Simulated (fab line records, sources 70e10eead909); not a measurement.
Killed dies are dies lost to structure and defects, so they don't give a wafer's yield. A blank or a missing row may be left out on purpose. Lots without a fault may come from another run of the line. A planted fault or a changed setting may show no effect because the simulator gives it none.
Which tool did it? | flow nand_harc | 12 lots, 36 wafers sampled, at 5 steps of a route of 1159

WHAT THE GAUGES READ, wafer by wafer
NHARC_A_ONON_D1_THK_MEAS_30: measures by ellipsometry.
lot  | measured     | on            | thk_nm (nm)
L300 | day 9 03:09  | film_metro-01 | 998 998 996
L299 | day 9 03:10  | film_metro-01 | 992 993 993
L301 | day 9 08:20  | film_metro-01 | 990 993 990
L305 | day 10 10:05 | film_metro-02 | 984 984 985
L308 | day 11 04:32 | film_metro-01 | 1002 1003 1003
L310 | day 11 19:15 | film_metro-02 | 1001 1002 1001
L311 | day 11 19:16 | film_metro-01 | 1001 1002 999
L312 | day 12 03:54 | film_metro-02 | 1001 1003 1002
L313 | day 12 11:58 | film_metro-02 | 994 994 994
L316 | day 12 18:41 | film_metro-02 | 998 998 998
L314 | day 13 04:16 | film_metro-01 | 1006 1004 1006
L318 | day 13 10:37 | film_metro-02 | 1012 1012 1012

NHARC_END_SORT_01.
lot  | measured     | on        | killed_at_array | killed_at_other | killed_at_periphery | killed_dies | killed_open | killed_short
L310 | day 25 10:55 | prober-01 | 112 30 37       | 3 2 0           | 4 0 2               | 119 32 39   | 2 2 0       | 1 2 1
L311 | day 25 18:42 | prober-02 | 64 34 33        | 0 1 0           | 2 2 2               | 66 37 35    | 2 4 2       | 1 3 1
L313 | day 25 20:18 | prober-01 | 77 64 54        | 1 0 0           | 4 3 3               | 82 67 57    | 3 2 3       | 5 3 2

WHICH TOOL RAN EACH LOT (tool, then ch and the chambers of the sampled wafers, then the start)
lot  | NHARC_A_CHANNEL_HOLE_D1_ETCH_34    | NHARC_A_CHANNEL_HOLE_D1_ETCH_20  | NHARC_A_CHANNEL_HOLE_D1_ETCH_25
L300 | rie_diel-09 ch 0,1, day 9 08:20    | har_etch-02 ch 1, day 9 09:16    | har_etch-02 ch 1, day 9 12:08
L299 | rie_diel-06 ch 0,1,3, day 9 08:49  | har_etch-01 ch 0,1, day 9 09:50  | har_etch-01 ch 0,1, day 9 12:55
L301 | rie_diel-06 ch 0,1,2, day 9 12:16  | har_etch-02 ch 0,1, day 9 13:26  | har_etch-02 ch 0,1, day 9 16:19
L305 | rie_diel-09 ch 1,3, day 10 15:37   | har_etch-01 ch 0,1, day 10 16:28 | har_etch-01 ch 0,1, day 10 19:16
L308 | rie_diel-05 ch 1,2,3, day 11 10:25 | har_etch-02 ch 0,1, day 11 11:25 | har_etch-02 ch 0,1, day 11 14:11
L310 | rie_diel-09 ch 1,3, day 12 00:35   | har_etch-02 ch 0,1, day 12 01:28 | har_etch-02 ch 0,1, day 12 04:16
L311 | rie_diel-09 ch 0,1, day 12 02:14   | har_etch-01 ch 0,1, day 12 03:07 | har_etch-01 ch 0,1, day 12 05:54
L312 | rie_diel-05 ch 0,2, day 12 07:49   | har_etch-02 ch 0, day 12 08:52   | har_etch-02 ch 0, day 12 11:45
L313 | rie_diel-09 ch 0,2,3, day 12 16:48 | har_etch-01 ch 0,1, day 12 17:46 | har_etch-01 ch 0,1, day 12 20:45
L316 | rie_diel-05 ch 1,2,3, day 12 22:44 | har_etch-02 ch 0,1, day 12 23:40 | har_etch-02 ch 0,1, day 13 02:32
L314 | rie_diel-05 ch 0,2, day 13 08:11   | har_etch-01 ch 0, day 13 09:02   | har_etch-01 ch 0, day 13 11:50
L318 | rie_diel-05 ch 0,2,3, day 13 18:04 | har_etch-02 ch 0,1, day 13 19:09 | har_etch-02 ch 0,1, day 13 22:08
- NHARC_A_CHANNEL_HOLE_D1_ETCH_34: etches the open film in CF4/CHF3, target depth 154 nm, time 77 s.
- NHARC_A_CHANNEL_HOLE_D1_ETCH_20: etches the open film in C4F8/O2/Ar, time 361.9 s, target depth 1600 nm.
- NHARC_A_CHANNEL_HOLE_D1_ETCH_25: etches the open film in C4F8/O2/Ar, time 1040.2 s, target depth 1500 nm.

WHAT THE TOOLS THEMSELVES READ (means of the sampled wafers that have a number; where no wafer has one, the mark that the record gives instead)
NHARC_A_CHANNEL_HOLE_D1_ETCH_34.
lot  | tool        | drypump_motor_current_A (A) | oes_product_au (a.u.) | rf_vpp_V (V) | run_length_s (s) | showerhead_plenum_p_Torr (Torr) | throttle_valve_pct (%)
L300 | rie_diel-09 | 6.2                         | 0.909                 | 372.2        | 98.1             | 1.63                            | 16.806
L299 | rie_diel-06 | 6.1                         | 0.913                 | 368.8        | 98.2             | 1.52                            | 16.811
L301 | rie_diel-06 | 6.0                         | 0.953                 | 369.3        | 98.0             | 1.55                            | 16.804
L305 | rie_diel-09 | 5.9                         | 0.918                 | 373.2        | 98.1             | 1.65                            | 16.807
L308 | rie_diel-05 | 5.9                         | 0.935                 | 371.7        | 98.7             | 1.64                            | 16.809
L310 | rie_diel-09 | 6.2                         | 0.972                 | 372.6        | 95.6             | 1.64                            | 16.798
L311 | rie_diel-09 | 6.1                         | 0.960                 | 372.4        | 95.9             | 1.63                            | 16.800
L312 | rie_diel-05 | 5.8                         | 0.951                 | 368.9        | 98.0             | 1.54                            | 16.804
L313 | rie_diel-09 | 5.7                         | 0.948                 | 373.0        | 96.1             | 1.65                            | 16.801
L316 | rie_diel-05 | 5.9                         | 0.987                 | 373.2        | 98.9             | 1.64                            | 16.803
L314 | rie_diel-05 | 5.9                         | 0.940                 | 369.9        | 98.2             | 1.54                            | 16.809
L318 | rie_diel-05 | 5.7                         | 0.933                 | 371.7        | 98.7             | 1.59                            | 16.795

NHARC_A_CHANNEL_HOLE_D1_ETCH_20.
lot  | tool        | drypump_motor_current_A (A) | o2_flow_sccm (sccm) | showerhead_plenum_p_Torr (Torr) | throttle_valve_pct (%)
L300 | har_etch-02 | 6.7                         | 35.55               | 3.87                            | 32.149
L299 | har_etch-01 | 5.5                         | 35.60               | 3.79                            | 32.154
L301 | har_etch-02 | 6.0                         | 35.66               | 3.64                            | 32.155
L305 | har_etch-01 | 5.6                         | 35.66               | 3.80                            | 32.156
L308 | har_etch-02 | 6.0                         | 35.53               | 3.63                            | 32.153
L310 | har_etch-02 | 6.0                         | 35.76               | 3.62                            | 32.153
L311 | har_etch-01 | 5.5                         | 35.59               | 3.77                            | 32.152
L312 | har_etch-02 | 5.7                         | 35.64               | 3.50                            | 32.154
L313 | har_etch-01 | 5.5                         | 35.70               | 3.77                            | 32.149
L316 | har_etch-02 | 6.3                         | 35.70               | 3.73                            | 32.159
L314 | har_etch-01 | 5.5                         | 35.66               | 3.75                            | 32.160
L318 | har_etch-02 | 6.3                         | 35.74               | 3.73                            | 32.157

NHARC_A_CHANNEL_HOLE_D1_ETCH_25.
lot  | tool        | drypump_motor_current_A (A) | o2_flow_sccm (sccm) | showerhead_plenum_p_Torr (Torr) | throttle_valve_pct (%)
L300 | har_etch-02 | 6.7                         | 31.27               | 3.87                            | 32.245
L299 | har_etch-01 | 5.5                         | 31.17               | 3.79                            | 32.227
L301 | har_etch-02 | 6.0                         | 31.10               | 3.63                            | 32.241
L305 | har_etch-01 | 5.6                         | 31.23               | 3.79                            | 32.224
L308 | har_etch-02 | 6.0                         | 31.09               | 3.62                            | 32.240
L310 | har_etch-02 | 6.0                         | 31.25               | 3.62                            | 32.238
L311 | har_etch-01 | 5.5                         | 31.17               | 3.77                            | 32.244
L312 | har_etch-02 | 5.7                         | 31.30               | 3.50                            | 32.233
L313 | har_etch-01 | 5.5                         | 31.19               | 3.76                            | 32.238
L316 | har_etch-02 | 6.4                         | 31.27               | 3.73                            | 32.234
L314 | har_etch-01 | 5.5                         | 31.07               | 3.74                            | 32.234
L318 | har_etch-02 | 6.4                         | 31.10               | 3.72                            | 32.239

THE ANSWER, worked out from the rows above alone
Rule: what is usual is taken from the lots themselves. Put in order of their means at a reading, lots are off if they are a third of the lots or fewer, leave a main group of 4 or more, and stand apart from it by a gap of 3 or more times the standard deviation of the main group's means; of several such gaps the widest counts. A main group whose means are all the same, to the digits that the tables above print for the reading, isn't used. A lot without any number at a reading at which 4 lots or more have one is off too. The other lots that the step has rows for count as sound. The gauges are gone through in route order, then the tools' own readings, and for those a lot's mean is taken as printed above. The first step at which some lot is off is used, and at that step the reading that is off furthest; a lot without a number counts as furthest.
Off: L310, L311, L313, at NHARC_A_CHANNEL_HOLE_D1_ETCH_34 (run_length_s). The main group: mean 98.3 s, standard deviation 0.33.
A tool fits if, at that step or a process step before it, it ran every lot that is off, and no sound lot after the first of them. One fits: rie_diel-09 at NHARC_A_CHANNEL_HOLE_D1_ETCH_34. Its last sound lot is L305 (day 10 15:37), its first lot that is off L310 (day 12 00:35): a fault that began between those two fits.
The tool's own readings at NHARC_A_CHANNEL_HOLE_D1_ETCH_34 bear it out: on the lots that are off they differ by more than 5 times the standard deviation of the sound lots' means. run_length_s reads 95.9 s there against 98.3 s on the sound lots.

WHAT THE SIMULATOR HAD PUT IN
Process parameter drift: rie_diel-09, from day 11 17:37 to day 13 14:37, at NHARC_A_CHANNEL_HOLE_D1_ETCH_34. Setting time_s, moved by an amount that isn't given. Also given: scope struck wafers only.
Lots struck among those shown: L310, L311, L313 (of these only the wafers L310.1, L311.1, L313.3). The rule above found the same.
